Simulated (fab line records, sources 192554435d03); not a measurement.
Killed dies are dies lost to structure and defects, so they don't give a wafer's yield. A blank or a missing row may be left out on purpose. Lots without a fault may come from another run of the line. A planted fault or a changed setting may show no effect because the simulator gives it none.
Chamber matching | flow n5_finfet | N5_BEOL_M0_SAQP_MANDREL2_REMOVE_110 on rie_si-02: 4 sister chambers
The step chemistry HBr/Cl2/O2, target a-Si, stops on SiCN, bt time 10 s. 30 wafers are shown with their chamber, then 12 later ones without.

WAFERS WITH THEIR CHAMBER
wafer  | chamber | throttle_valve_pct (%) | drypump_motor_current_A (A) | oes_product_au (a.u.)
L074.2 | 3       | 37.0                   | 5.5                         | 0.991
L074.4 | 0       | 36.2                   | 5.8                         | 0.992
L074.5 | 2       | 36.0                   | 6.4                         | 0.992
L075.1 | 1       | 36.7                   | 5.7                         | 1.040
L075.2 | 3       | 37.0                   | 5.5                         | 0.984
L075.3 | 0       | 36.2                   | 5.8                         | 0.994
L075.4 | 2       | 36.0                   | 6.4                         | 0.971
L075.5 | 1       | 36.7                   | 5.7                         | 1.036
L075.6 | 2       | 36.0                   | 6.4                         | 0.974
L076.1 | 2       | 36.0                   | 6.4                         | 0.971
L076.2 | 0       | 36.3                   | 5.8                         | 0.989
L076.6 | 0       | 36.3                   | 5.8                         | 0.976
L077.2 | 3       | 37.0                   | 5.4                         | 0.990
L077.3 | 0       | 36.3                   | 5.8                         | 0.990
L077.4 | 2       | 36.0                   | 6.4                         | 0.971
L081.2 | 3       | 37.0                   | 5.5                         | 0.992
L081.3 | 1       | 36.7                   | 5.7                         | 1.042
L081.5 | 0       | 36.3                   | 5.8                         | 0.985
L084.1 | 2       | 36.0                   | 6.4                         | 0.981
L084.3 | 3       | 37.0                   | 5.5                         | 0.989
L084.6 | 3       | 37.0                   | 5.5                         | 0.998
L089.3 | 0       | 36.3                   | 5.8                         | 0.992
L089.4 | 3       | 37.0                   | 5.5                         | 0.998
L089.6 | 2       | 35.9                   | 6.4                         | 0.979
L090.1 | 0       | 36.3                   | 5.8                         | 0.988
L090.4 | 2       | 36.0                   | 6.4                         | 0.975
L090.6 | 2       | 36.0                   | 6.4                         | 0.968
L093.1 | 3       | 37.0                   | 5.4                         | 0.990
L093.2 | 1       | 36.7                   | 5.6                         | 1.048
L093.3 | 0       | 36.3                   | 5.8                         | 0.994

SIGNATURES (means of the wafers above)
reading                 | chamber 0 | chamber 1 | chamber 2 | chamber 3 | scatter within a chamber
throttle_valve_pct      | 36.278    | 36.700    | 35.989    | 37.000    | 0.0307
drypump_motor_current_A | 5.800     | 5.675     | 6.400     | 5.475     | 0.0294
oes_product_au          | 0.98889   | 1.04150   | 0.97578   | 0.99150   | 0.00593
Rule: a wafer's distance from a chamber is the root of the sum, over the readings, of the square of ((its reading less the chamber's mean) divided by the reading's scatter). The wafer belongs to the nearest chamber; if the next one is less than 2 further off, it can't be placed. The scatter: the root of (the sum of the squares of (reading less its chamber's mean) over the shown wafers, divided by (wafers less chambers)).

WAFERS WITHOUT THEIR CHAMBER
wafer  | throttle_valve_pct (%) | drypump_motor_current_A (A) | oes_product_au (a.u.)
L093.4 | 36.0                   | 6.4                         | 0.988
L093.5 | 36.0                   | 6.4                         | 0.979
L093.6 | 36.7                   | 5.7                         | 1.054
L095.1 | 36.7                   | 5.6                         | 1.030
L095.3 | 36.0                   | 6.4                         | 0.983
L095.4 | 37.0                   | 5.4                         | 0.992
L097.1 | 36.7                   | 5.7                         | 1.047
L097.2 | 37.0                   | 5.5                         | 0.990
L097.3 | 36.0                   | 6.4                         | 0.966
L097.4 | 36.3                   | 5.8                         | 0.997
L097.5 | 36.0                   | 6.4                         | 0.977
L097.6 | 36.9                   | 5.5                         | 0.981

WHICH CHAMBER EACH WENT THROUGH
wafer  | from the rows above | in truth
L093.4 | 2                   | 2
L093.5 | 2                   | 2
L093.6 | 1                   | 1
L095.1 | 1                   | 1
L095.3 | 2                   | 2
L095.4 | 3                   | 3
L097.1 | 1                   | 1
L097.2 | 3                   | 3
L097.3 | 2                   | 2
L097.4 | 0                   | 0
L097.5 | 2                   | 2
L097.6 | 3                   | 3
Placed correctly: 12 of 12. Can't be placed from these rows: 0. Placed wrongly: 0.
